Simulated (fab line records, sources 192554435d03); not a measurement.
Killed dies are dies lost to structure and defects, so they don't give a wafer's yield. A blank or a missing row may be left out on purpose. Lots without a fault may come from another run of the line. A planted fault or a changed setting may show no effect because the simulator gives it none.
One fault seen from 3 desks | flow n5_finfet | each desk has only its own numbers; what lay behind them comes last

THE METROLOGY DESK
What the gauges read, lot by lot, whatever tool the lot ran on: means of the sampled wafers that have a number. A lot is out of limits, marked OUT, if its mean lies more than 4 standard deviations from the usual mean; the brackets give that distance.
Columns: A = cd_nm at N5_BEOL_M6_CD_MEAS_28, usual 40.03 nm; B = V5_OVL at N5_BEOL_M6_OVL_MEAS_29, usual 0.1 nm
lot  | first seen here | A     | B
L317 | day 9 03:44     | 40.09 | 0.2
L320 | day 10 00:52    | 39.78 | 0.5
L322 | day 10 16:16    | 39.90 | 0.4
L323 | day 11 12:30    | 40.02 | 0.3
L332 | day 13 08:53    | 40.10 | 0.5
L334 | day 13 14:11    | 40.25 | -0.6
This desk's finding: nothing out of limits on any of the 6 lots.

THE TOOL OWNER'S DESK: rie_diel-02
The tool's own readings at N5_BEOL_M6_ETCH_66 (etches SOC in N2/H2, target depth 80 nm, overetch 16 nm, time 120 s): means of the sampled wafers that have a number, for each lot that ran on this tool. A lot is out of limits, marked OUT, if its mean lies more than 4 standard deviations from the usual mean; the brackets give that distance.
Columns: A = bias_w at N5_BEOL_M6_ETCH_66, usual 150.0 W; B = drypump_motor_current_A at N5_BEOL_M6_ETCH_66, usual 5.5 A; C = oes_product_au at N5_BEOL_M6_ETCH_66, usual 0.61 a.u.; D = rf_vpp_V at N5_BEOL_M6_ETCH_66, usual 524.6 V; E = showerhead_plenum_p_Torr at N5_BEOL_M6_ETCH_66, usual 2.57 Torr; F = throttle_valve_pct at N5_BEOL_M6_ETCH_66, usual 17.82 %
lot  | first seen here | A               | B   | C    | D               | E    | F
L317 | day 9 04:23     | 149.9           | 5.3 | 0.57 | 524.8           | 2.57 | 18.03
L320 | day 10 01:26    | 160.5 (+24) OUT | 5.4 | 0.55 | 546.7 (+11) OUT | 2.56 | 17.73
L322 | day 10 16:28    | 160.6 (+24) OUT | 5.5 | 0.54 | 547.5 (+11) OUT | 2.62 | 18.16
L332 | day 13 09:07    | 149.8           | 5.5 | 0.66 | 524.9           | 2.61 | 17.91
L334 | day 13 14:23    | 149.9           | 5.2 | 0.62 | 525.8           | 2.59 | 17.94
This desk's finding: out of limits on L320, L322; first on L320, day 10 01:26 (bias_w at N5_BEOL_M6_ETCH_66). In limits: L317, L332, L334.

THE DEFECT DESK
What the inspections along the route counted, lot by lot: means of the sampled wafers that have a number. A lot is out of limits, marked OUT, if its mean lies more than 4 standard deviations from the usual mean; the brackets give that distance.
Columns: A = raw_defect_count at N5_BEOL_M6_INSPECT_30, usual 469
lot  | first seen here | A
L317 | day 9 03:49     | 464
L320 | day 10 00:58    | 561
L322 | day 10 16:21    | 459
L323 | day 11 12:35    | 453
L332 | day 13 08:58    | 399
L334 | day 13 14:16    | 606
This desk's finding: nothing out of limits on any of the 6 lots.

PUT TOGETHER
The tool owner's desk could have raised an alarm at day 10 01:26, on L320, L322.
The metrology desk saw nothing out of limits.
The defect desk saw nothing out of limits.
The metrology desk has L320, L322 on record, within its limits.
The defect desk has L320, L322 on record, within its limits.
Of the lots named, all ran N5_BEOL_M6_ETCH_66 on rie_diel-02.

WHAT THE SIMULATOR HAD PUT IN
Process parameter drift: rie_diel-02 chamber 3, from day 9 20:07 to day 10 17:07, at N5_BEOL_M6_ETCH_66. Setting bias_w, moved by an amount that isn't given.
Lots struck among those shown: L320, L322.
Hours from the fault's start to each desk's first reading out of limits: the tool owner's desk, 5.
